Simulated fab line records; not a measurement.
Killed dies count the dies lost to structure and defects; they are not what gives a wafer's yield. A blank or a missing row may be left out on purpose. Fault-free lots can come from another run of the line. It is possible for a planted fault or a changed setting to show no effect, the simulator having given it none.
Split-lot study | flow n5 finfet | route with 1938 steps; 7 lots, 39 wafers read

== ON THE SPLIT ==
At N5_MOL_CONTACT_COAG_ALD_133 (deposits SiO2, target thk 5 nm, pulse time 1 s, co reactant pulse time 1 s), the setting ald cycles was moved away from the recipe's 35 on 15 of the 39 wafers read, by -37.1% to +48.6%. All remaining wafers had this setting at the recipe value.

The reading comes from the split's own step.

== THE READING ==
SiO2_of_MOL_CONTACT_COAG_ALD_133.thk nm (the simulator's own value, which no gauge read), in nm, at N5_MOL_CONTACT_COAG_ALD_133 (deposits SiO2, target thk 5 nm, pulse time 1 s, co reactant pulse time 1 s). No usual value for it is given in the file.

wafer  | tool, chamber at the split | ald cycles as run | against the recipe | SiO2_of_MOL_CONTACT_COAG_ALD_133.thk nm, nm | against lot-mates on the recipe
L076.1 | ald sin-04, 0,0,1          | 35                | recipe             | 5                                           | -
L076.5 | ald sin-04, 0,0,1          | 35                | recipe             | 5                                           | -
L076.6 | ald sin-04, 0,0,1          | 35                | recipe             | 5                                           | -
L076.2 | ald sin-04, 1,3,2          | 22                | -37.1%             | 3.2                                         | -1.8
L076.3 | ald sin-04, 1,3,2          | 22                | -37.1%             | 3.2                                         | -1.8
L076.4 | ald sin-04, 1,3,2          | 22                | -37.1%             | 3.2                                         | -1.8
L080.1 | ald sin-04, 3,3,0          | 46                | +31.4%             | 6.6                                         | +1.6
L080.5 | ald sin-04, 3,3,0          | 46                | +31.4%             | 6.6                                         | +1.6
L080.6 | ald sin-04, 3,3,0          | 46                | +31.4%             | 6.6                                         | +1.6
L080.2 | ald sin-04, 0,2,1          | 35                | recipe             | 5                                           | -
L080.3 | ald sin-04, 0,2,1          | 35                | recipe             | 5                                           | -
L080.4 | ald sin-04, 0,2,1          | 35                | recipe             | 5                                           | -
L087.1 | ald sin-04, 3,2,3          | 35                | recipe             | 5                                           | -
L087.2 | ald sin-04, 3,2,3          | 35                | recipe             | 5                                           | -
L087.5 | ald sin-04, 3,2,3          | 35                | recipe             | 5                                           | -
L087.3 | ald sin-04, 0,0,2          | 49                | +40.0%             | 7                                           | +2.0
L087.4 | ald sin-04, 0,0,2          | 49                | +40.0%             | 7                                           | +2.0
L087.6 | ald sin-04, 0,0,2          | 49                | +40.0%             | 7                                           | +2.0
L090.1 | ald sin-02, 1,0,1          | 35                | recipe             | 5                                           | -
L090.3 | ald sin-02, 1,0,1          | 35                | recipe             | 5                                           | -
L090.5 | ald sin-02, 1,0,1          | 35                | recipe             | 5                                           | -
L090.2 | ald sin-02, 2,3            | 41                | +17.1%             | 6                                           | +1.0
L090.4 | ald sin-02, 2,3            | 41                | +17.1%             | 6                                           | +1.0
L090.6 | ald sin-02, 2              | 41                | +17.1%             | 5.8                                         | +0.8
L091.1 | ald sin-04, 0,3,2,0,3,2    | 35                | recipe             | 5                                           | -
L091.2 | ald sin-04, 0,3,2,0,3,2    | 35                | recipe             | 5                                           | -
L091.3 | ald sin-04, 0,3,2,0,3,2    | 35                | recipe             | 5                                           | -
L091.4 | ald sin-04, 0,3,2,0,3,2    | 35                | recipe             | 5                                           | -
L091.5 | ald sin-04, 0,3,2,0,3,2    | 35                | recipe             | 5                                           | -
L091.6 | ald sin-04, 0,3,2,0,3,2    | 35                | recipe             | 5                                           | -
L094.1 | ald sin-02, 3,0,1          | 52                | +48.6%             | 7.4                                         | +2.4
L094.5 | ald sin-02, 3,0,1          | 52                | +48.6%             | 7.4                                         | +2.4
L094.6 | ald sin-02, 3,0,1          | 52                | +48.6%             | 7.4                                         | +2.4
L094.2 | ald sin-02, 0,2,1          | 35                | recipe             | 5                                           | -
L094.3 | ald sin-02, 0,2,1          | 35                | recipe             | 5                                           | -
L094.4 | ald sin-02, 0,2,1          | 35                | recipe             | 5                                           | -
L097.3 | ald sin-02, 3,3,2          | 35                | recipe             | 5                                           | -
L097.5 | ald sin-02, 3,3,2          | 35                | recipe             | 5                                           | -
L097.6 | ald sin-02, 3,3,2          | 35                | recipe             | 5                                           | -
When a row names more than one chamber, that row covers several wafers, and the file does not tell which wafer ran in which chamber.

THE FIT
A straight line over all 39 wafers: SiO2_of_MOL_CONTACT_COAG_ALD_133.thk nm changes by +0.0496 nm for each +1% of ald cycles; r = +1.00; the points scatter about the line by 0.037 nm.
The same after taking each lot's own level away (the mean of its wafers on the recipe; 39 wafers): +0.0496 nm for each +1%; r = +1.00; scatter 0.037 nm.
On that fit, the largest move of ald cycles shifts the reading by 2.4 nm.
The lots' own levels span 5.00 to 5.00 nm.
Consequently the slope shifts little with the lot-to-lot level, the two slopes agreeing.
Check: for one of the wafers moved furthest among these (+48.6%), held out of the fit, the line's prediction against its lot-mates is +2.43 nm. Against them it came out at +2.4 nm.

== ADDITIONAL SPLITS CARRIED BY THESE WAFERS ==
These wafers also went through other splits before the reading. Each is held against what the fit with the lots' levels taken away leaves over:
other split on the same wafers        | wafers away from the commonest value | r with SiO2_of_MOL_CONTACT_COAG_ALD_133.thk nm (lot level and that fit taken away)
N5_SD_EPI_N_EPI_21 epi growth time s  | 15                                   | -0.08
N5_MOL_CONTACT_COAG_ALD_27 ald cycles | 15                                   | -0.17

== THE FILE'S OWN FIT ==
SiO2_of_MOL_CONTACT_COAG_ALD_133.thk nm changes by +0.0498 nm for each +1% of ald cycles, r = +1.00.
